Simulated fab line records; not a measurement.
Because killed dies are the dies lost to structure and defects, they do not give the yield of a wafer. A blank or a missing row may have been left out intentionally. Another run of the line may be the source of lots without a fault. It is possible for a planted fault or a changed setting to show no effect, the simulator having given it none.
Which tool is to blame? :: flow nandHarc :: Sampling: 13 lots, 36 wafers, 5 of 1159 route steps

WHAT EACH GAUGE READ, for each wafer
NHARC_END_SORT_01. Usual: killedAtArray 26, standard deviation 9; killedAtOther 0.8, standard deviation 1.2; killedAtPeriphery 3.2, standard deviation 2.3; killedDies 30, standard deviation 9.1; killedOpen 3.5, standard deviation 2; killedShort 1.8, standard deviation 1.4.
lot: L163
measured: day 20 16:10
on: prober-01
killedAtArray: 669 25
killedAtOther: 4 1
killedAtPeriphery: 4 1
killedDies: 677 27
killedOpen: 4 2
killedShort: 3 2
flag: OFF

lot: L166
measured: day 21 03:00
on: prober-02
killedAtArray: 675 25
killedAtOther: 0 0
killedAtPeriphery: 2 5
killedDies: 677 30
killedOpen: 3 3
killedShort: 2 2
flag: OFF

lot: L169
measured: day 21 11:22
on: prober-02
killedAtArray: 675 675
killedAtOther: 1 0
killedAtPeriphery: 1 2
killedDies: 677 677
killedOpen: 4 3
killedShort: 0 2
flag: OFF

EACH LOT AND THE TOOL THAT RAN IT (in order: tool; ch and the chambers of the sampled wafers; start)
lot: L158
NHARC_A_CONTACT_STRIP_82: rieDiel-09 ch 1,2, day 17 02:53 or earlier
NHARC_A_CONTACT_ETCH_136: harCapEtch-01 ch 0,1, day 17 02:53
NHARC_A_CONTACT_ETCH_138: harCapEtch-01 ch 0,1, day 17 03:08
NHARC_A_CONTACT_ALD_18: aldMetal-01 ch 0,1,2, day 17 05:16

lot: L163
NHARC_A_CONTACT_STRIP_82: rieDiel-09 ch 0,3, day 18 10:24 or earlier
NHARC_A_CONTACT_ETCH_136: harCapEtch-02 ch 0,1, day 18 10:24
NHARC_A_CONTACT_ETCH_138: harCapEtch-02 ch 0,1, day 18 10:38
NHARC_A_CONTACT_ALD_18: aldMetal-01 ch 1,2, day 18 12:31

lot: L166
NHARC_A_CONTACT_STRIP_82: rieDiel-09 ch 0,2, day 18 21:49 or earlier
NHARC_A_CONTACT_ETCH_136: harCapEtch-03 ch 0, day 18 21:49
NHARC_A_CONTACT_ETCH_138: harCapEtch-03 ch 0, day 18 22:04
NHARC_A_CONTACT_ALD_18: aldMetal-01 ch 1,3, day 18 23:50

lot: L169
NHARC_A_CONTACT_STRIP_82: rieDiel-02 ch 1,2, day 19 10:39 or earlier
NHARC_A_CONTACT_ETCH_136: harCapEtch-03 ch 0,1, day 19 10:39
NHARC_A_CONTACT_ETCH_138: harCapEtch-03 ch 0,1, day 19 10:54
NHARC_A_CONTACT_ALD_18: aldMetal-01 ch 2,3, day 19 12:35

lot: L171
NHARC_A_CONTACT_STRIP_82: rieDiel-09 ch 0,3, day 20 03:52 or earlier
NHARC_A_CONTACT_ETCH_136: harCapEtch-03 ch 0,1, day 20 03:52
NHARC_A_CONTACT_ETCH_138: harCapEtch-03 ch 0,1, day 20 04:06
NHARC_A_CONTACT_ALD_18: aldMetal-03 ch 0,2,3, day 20 05:48

lot: L170
NHARC_A_CONTACT_STRIP_82: rieDiel-09 ch 1,2, day 20 07:04 or earlier
NHARC_A_CONTACT_ETCH_136: harCapEtch-03 ch 0,1, day 20 07:04
NHARC_A_CONTACT_ETCH_138: harCapEtch-03 ch 0,1, day 20 07:19
NHARC_A_CONTACT_ALD_18: aldMetal-02 ch 1,2,3, day 20 09:06

lot: L174
NHARC_A_CONTACT_STRIP_82: rieDiel-07 ch 0,1,3, day 20 21:18 or earlier
NHARC_A_CONTACT_ETCH_136: harCapEtch-02 ch 0,1, day 20 21:18
NHARC_A_CONTACT_ETCH_138: harCapEtch-02 ch 0,1, day 20 21:33
NHARC_A_CONTACT_ALD_18: aldMetal-03 ch 0,2,3, day 20 23:19

lot: L175
NHARC_A_CONTACT_STRIP_82: rieDiel-07 ch 1,2,3, day 21 11:59 or earlier
NHARC_A_CONTACT_ETCH_136: harCapEtch-03 ch 0,1, day 21 11:59
NHARC_A_CONTACT_ETCH_138: harCapEtch-03 ch 0,1, day 21 12:14
NHARC_A_CONTACT_ALD_18: aldMetal-02 ch 0,2,3, day 21 14:10

lot: L176
NHARC_A_CONTACT_STRIP_82: rieDiel-07 ch 1,2, day 21 13:56 or earlier
NHARC_A_CONTACT_ETCH_136: harCapEtch-02 ch 0,1, day 21 13:56
NHARC_A_CONTACT_ETCH_138: harCapEtch-02 ch 0,1, day 21 14:11
NHARC_A_CONTACT_ALD_18: aldMetal-03 ch 0,2,3, day 21 15:59

lot: L177
NHARC_A_CONTACT_STRIP_82: rieDiel-09 ch 0,1,3, day 21 17:37 or earlier
NHARC_A_CONTACT_ETCH_136: harCapEtch-03 ch 1, day 21 17:37
NHARC_A_CONTACT_ETCH_138: harCapEtch-03 ch 1, day 21 17:52
NHARC_A_CONTACT_ALD_18: aldMetal-01 ch 0,2,3, day 21 19:40

lot: L178
NHARC_A_CONTACT_STRIP_82: rieDiel-09 ch 0,2, day 22 05:01 or earlier
NHARC_A_CONTACT_ETCH_136: harCapEtch-01 ch 0,1, day 22 05:01
NHARC_A_CONTACT_ETCH_138: harCapEtch-01 ch 0,1, day 22 05:16
NHARC_A_CONTACT_ALD_18: aldMetal-03 ch 1,3, day 22 06:59

lot: L180
NHARC_A_CONTACT_STRIP_82: rieDiel-09 ch 0,1,2, day 22 09:44 or earlier
NHARC_A_CONTACT_ETCH_136: harCapEtch-02 ch 0,1, day 22 09:44
NHARC_A_CONTACT_ETCH_138: harCapEtch-02 ch 0,1, day 22 09:59
NHARC_A_CONTACT_ALD_18: aldMetal-01 ch 0,2,3, day 22 11:44

lot: L179
NHARC_A_CONTACT_STRIP_82: rieDiel-09 ch 0,1,2, day 22 14:49 or earlier
NHARC_A_CONTACT_ETCH_136: harCapEtch-02 ch 0,1, day 22 14:49
NHARC_A_CONTACT_ETCH_138: harCapEtch-02 ch 0,1, day 22 15:04
NHARC_A_CONTACT_ALD_18: aldMetal-02 ch 0,1,2, day 22 16:44
- NHARC_A_CONTACT_STRIP_82: strips in O2.
- NHARC_A_CONTACT_ETCH_136: etches the open film in C4F8/O2/Ar, time 132 s, target depth 1287 nm.
- NHARC_A_CONTACT_ETCH_138: etches the open film in C4F8/O2/Ar, time 132 s, target depth 1289 nm.
- NHARC_A_CONTACT_ALD_18: deposits TiN, target thk 3 nm, pulse time 1 s, ald cycles 150.

WHAT THE TOOLS THEMSELVES READ (means of the sampled wafers that have a number; where no wafer has one, the mark that the record gives instead)
NHARC_A_CONTACT_STRIP_82. Usual: chamberPressureMTorr 60.00 mTorr, standard deviation 0.055; drypumpMotorCurrentA 5.8 A, standard deviation 0.43; mfcArSccm 0.009 sccm, standard deviation 0.011; oesProductAu 1.001 a.u., standard deviation 0.011; rfVppV 58.1 V, standard deviation 0.85; showerheadPlenumPTorr 3.64 Torr, standard deviation 0.11; throttleValvePct 17.037 %, standard deviation 0.0092.
lot: L158
tool: rieDiel-09
chamberPressureMTorr (mTorr): 60.01
drypumpMotorCurrentA (A): 6.1
mfcArSccm (sccm): 0.013
oesProductAu (a.u.): 1.005
rfVppV (V): 58.8
showerheadPlenumPTorr (Torr): 3.72
throttleValvePct (%): 17.037
flag: 

lot: L163
tool: rieDiel-09
chamberPressureMTorr (mTorr): 59.94
drypumpMotorCurrentA (A): 5.3
mfcArSccm (sccm): 0.010
oesProductAu (a.u.): 1.006
rfVppV (V): 57.6
showerheadPlenumPTorr (Torr): 3.54
throttleValvePct (%): 17.044
flag: 

lot: L166
tool: rieDiel-09
chamberPressureMTorr (mTorr): 60.06
drypumpMotorCurrentA (A): 5.7
mfcArSccm (sccm): 0.004
oesProductAu (a.u.): 0.994
rfVppV (V): 58.1
showerheadPlenumPTorr (Torr): 3.59
throttleValvePct (%): 17.031
flag: 

lot: L169
tool: rieDiel-02
chamberPressureMTorr (mTorr): 60.03
drypumpMotorCurrentA (A): 6.5
mfcArSccm (sccm): 0.001
oesProductAu (a.u.): 0.998
rfVppV (V): 57.0
showerheadPlenumPTorr (Torr): 3.60
throttleValvePct (%): 17.034
flag: 

lot: L171
tool: rieDiel-09
chamberPressureMTorr (mTorr): 60.00
drypumpMotorCurrentA (A): 5.3
mfcArSccm (sccm): 0.013
oesProductAu (a.u.): 0.995
rfVppV (V): 58.5
showerheadPlenumPTorr (Torr): 3.57
throttleValvePct (%): 17.034
flag: 

lot: L170
tool: rieDiel-09
chamberPressureMTorr (mTorr): 59.93
drypumpMotorCurrentA (A): 6.1
mfcArSccm (sccm): 0.013
oesProductAu (a.u.): 1.001
rfVppV (V): 58.5
showerheadPlenumPTorr (Torr): 3.71
throttleValvePct (%): 17.038
flag: 

lot: L174
tool: rieDiel-07
chamberPressureMTorr (mTorr): 60.05
drypumpMotorCurrentA (A): 5.8
mfcArSccm (sccm): 0.024
oesProductAu (a.u.): 1.001
rfVppV (V): 57.9
showerheadPlenumPTorr (Torr): 3.58
throttleValvePct (%): 17.039
flag: 

lot: L175
tool: rieDiel-07
chamberPressureMTorr (mTorr): 60.00
drypumpMotorCurrentA (A): 5.6
mfcArSccm (sccm): 0.014
oesProductAu (a.u.): 1.016
rfVppV (V): 58.6
showerheadPlenumPTorr (Torr): 3.61
throttleValvePct (%): 17.043
flag: 

lot: L176
tool: rieDiel-07
chamberPressureMTorr (mTorr): 60.01
drypumpMotorCurrentA (A): 5.6
mfcArSccm (sccm): 0.028
oesProductAu (a.u.): 1.020
rfVppV (V): 58.6
showerheadPlenumPTorr (Torr): 3.55
throttleValvePct (%): 17.037
flag: 

lot: L177
tool: rieDiel-09
chamberPressureMTorr (mTorr): 60.03
drypumpMotorCurrentA (A): 5.6
mfcArSccm (sccm): 0.012
oesProductAu (a.u.): 0.998
rfVppV (V): 57.7
showerheadPlenumPTorr (Torr): 3.59
throttleValvePct (%): 17.042
flag: 

lot: L178
tool: rieDiel-09
chamberPressureMTorr (mTorr): 59.99
drypumpMotorCurrentA (A): 5.7
mfcArSccm (sccm): 0.006
oesProductAu (a.u.): 0.999
rfVppV (V): 57.1
showerheadPlenumPTorr (Torr): 3.63
throttleValvePct (%): 17.047
flag: 

lot: L180
tool: rieDiel-09
chamberPressureMTorr (mTorr): 60.01
drypumpMotorCurrentA (A): 5.9
mfcArSccm (sccm): 0.008
oesProductAu (a.u.): 0.998
rfVppV (V): 57.9
showerheadPlenumPTorr (Torr): 3.62
throttleValvePct (%): 17.037
flag: 

lot: L179
tool: rieDiel-09
chamberPressureMTorr (mTorr): 60.05
drypumpMotorCurrentA (A): 5.9
mfcArSccm (sccm): 0.008
oesProductAu (a.u.): 1.005
rfVppV (V): 58.0
showerheadPlenumPTorr (Torr): 3.62
throttleValvePct (%): 17.042
flag: 

NHARC_A_CONTACT_ETCH_136. Usual: 19.998 mTorr for chamberPressureMTorr, sd 0.017.
lot: L158
tool: harCapEtch-01
chamberPressureMTorr (mTorr): 19.994
flag: 

lot: L163
tool: harCapEtch-02
chamberPressureMTorr (mTorr): 19.987
flag: 

lot: L166
tool: harCapEtch-03
chamberPressureMTorr (mTorr): 19.988
flag: 

lot: L169
tool: harCapEtch-03
chamberPressureMTorr (mTorr): 20.012
flag: 

lot: L171
tool: harCapEtch-03
chamberPressureMTorr (mTorr): 20.018
flag: 

lot: L170
tool: harCapEtch-03
chamberPressureMTorr (mTorr): 19.996
flag: 

lot: L174
tool: harCapEtch-02
chamberPressureMTorr (mTorr): 20.004
flag: 

lot: L175
tool: harCapEtch-03
chamberPressureMTorr (mTorr): 20.007
flag: 

lot: L176
tool: harCapEtch-02
chamberPressureMTorr (mTorr): 19.999
flag: 

lot: L177
tool: harCapEtch-03
chamberPressureMTorr (mTorr): 19.979
flag: 

lot: L178
tool: harCapEtch-01
chamberPressureMTorr (mTorr): 20.004
flag: 

lot: L180
tool: harCapEtch-02
chamberPressureMTorr (mTorr): 19.992
flag: 

lot: L179
tool: harCapEtch-02
chamberPressureMTorr (mTorr): 20.016
flag: 

NHARC_A_CONTACT_ETCH_138. Usual: 19.999 mTorr for chamberPressureMTorr, sd 0.018.
lot: L158
tool: harCapEtch-01
chamberPressureMTorr (mTorr): 19.979
flag: 

lot: L163
tool: harCapEtch-02
chamberPressureMTorr (mTorr): 20.013
flag: 

lot: L166
tool: harCapEtch-03
chamberPressureMTorr (mTorr): 20.005
flag: 

lot: L169
tool: harCapEtch-03
chamberPressureMTorr (mTorr): 19.996
flag: 

lot: L171
tool: harCapEtch-03
chamberPressureMTorr (mTorr): 20.007
flag: 

lot: L170
tool: harCapEtch-03
chamberPressureMTorr (mTorr): 20.009
flag: 

lot: L174
tool: harCapEtch-02
chamberPressureMTorr (mTorr): 19.991
flag: 

lot: L175
tool: harCapEtch-03
chamberPressureMTorr (mTorr): 20.005
flag: 

lot: L176
tool: harCapEtch-02
chamberPressureMTorr (mTorr): 20.000
flag: 

lot: L177
tool: harCapEtch-03
chamberPressureMTorr (mTorr): 19.988
flag: 

lot: L178
tool: harCapEtch-01
chamberPressureMTorr (mTorr): 19.989
flag: 

lot: L180
tool: harCapEtch-02
chamberPressureMTorr (mTorr): 20.004
flag: 

lot: L179
tool: harCapEtch-02
chamberPressureMTorr (mTorr): 19.989
flag: 

NHARC_A_CONTACT_ALD_18. Usual: heaterPowerW 1187 W, standard deviation 110; precursorPulseHeightRel 0.998, standard deviation 0.021; susceptorTempC 449.97 C, standard deviation 0.21.
lot: L158
tool: aldMetal-01
heaterPowerW (W): 1246
precursorPulseHeightRel: 1.002
susceptorTempC (C): 449.96
flag: 

lot: L163
tool: aldMetal-01
heaterPowerW (W): 1178
precursorPulseHeightRel: 0.986
susceptorTempC (C): -
flag: OFF

lot: L166
tool: aldMetal-01
heaterPowerW (W): 1096
precursorPulseHeightRel: 1.006
susceptorTempC (C): 450.06
flag: 

lot: L169
tool: aldMetal-01
heaterPowerW (W): 1030
precursorPulseHeightRel: 1.002
susceptorTempC (C): -
flag: OFF

lot: L171
tool: aldMetal-03
heaterPowerW (W): 1231
precursorPulseHeightRel: 0.992
susceptorTempC (C): 450.05
flag: 

lot: L170
tool: aldMetal-02
heaterPowerW (W): 1194
precursorPulseHeightRel: 1.028
susceptorTempC (C): 450.08
flag: 

lot: L174
tool: aldMetal-03
heaterPowerW (W): 1224
precursorPulseHeightRel: 0.997
susceptorTempC (C): -
flag: OFF

lot: L175
tool: aldMetal-02
heaterPowerW (W): 1154
precursorPulseHeightRel: 1.000
susceptorTempC (C): 449.86
flag: 

lot: L176
tool: aldMetal-03
heaterPowerW (W): 1234
precursorPulseHeightRel: 1.005
susceptorTempC (C): 449.79
flag: 

lot: L177
tool: aldMetal-01
heaterPowerW (W): 1146
precursorPulseHeightRel: 0.997
susceptorTempC (C): 450.01
flag: 

lot: L178
tool: aldMetal-03
heaterPowerW (W): 1219
precursorPulseHeightRel: 0.991
susceptorTempC (C): 449.95
flag: 

lot: L180
tool: aldMetal-01
heaterPowerW (W): 1162
precursorPulseHeightRel: 0.989
susceptorTempC (C): 449.93
flag: 

lot: L179
tool: aldMetal-02
heaterPowerW (W): 1198
precursorPulseHeightRel: 0.973
susceptorTempC (C): 449.88
flag: 

THE ANSWER, worked out from the rows above alone
Rule: take the mean of a lot's wafers that have a number; if it is more than 3 standard deviations from the usual mean, the lot is off. A lot without any number at a reading at which 4 lots or more have one is off too. The other lots that the step has rows for count as sound. First the gauges in route order, then the tools' own readings, where a lot's mean is used as printed above. The first step at which some lot is off is used, and at that step the reading that is off furthest; a lot without a number counts as furthest.
Off, at NHARC_END_SORT_01 on killedAtArray: L163, L166, L169. Neither off nor sound, because the step has no rows for them: L158, L171, L170, L174, L175, L176, L177, L178, L180, L179.
A tool fits if, at a process step before that reading, it ran every lot that is off, and no sound lot after the first of them. Gauges at NHARC_END_SORT_01: tried the same way as those tools. NHARC_A_CONTACT_STRIP_82 gives no start for some lots, so the hours and the order of its lots are those of NHARC_A_CONTACT_ETCH_136. One candidate fits, namely aldMetal-01 at NHARC_A_CONTACT_ALD_18. It ran no sound lot before its first lot that is off in this sample, so the start can't be narrowed down.

WHAT THE SIMULATOR HAD INSERTED
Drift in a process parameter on aldMetal-01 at NHARC_A_CONTACT_ALD_18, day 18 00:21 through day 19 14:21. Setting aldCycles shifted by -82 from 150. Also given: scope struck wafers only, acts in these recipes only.
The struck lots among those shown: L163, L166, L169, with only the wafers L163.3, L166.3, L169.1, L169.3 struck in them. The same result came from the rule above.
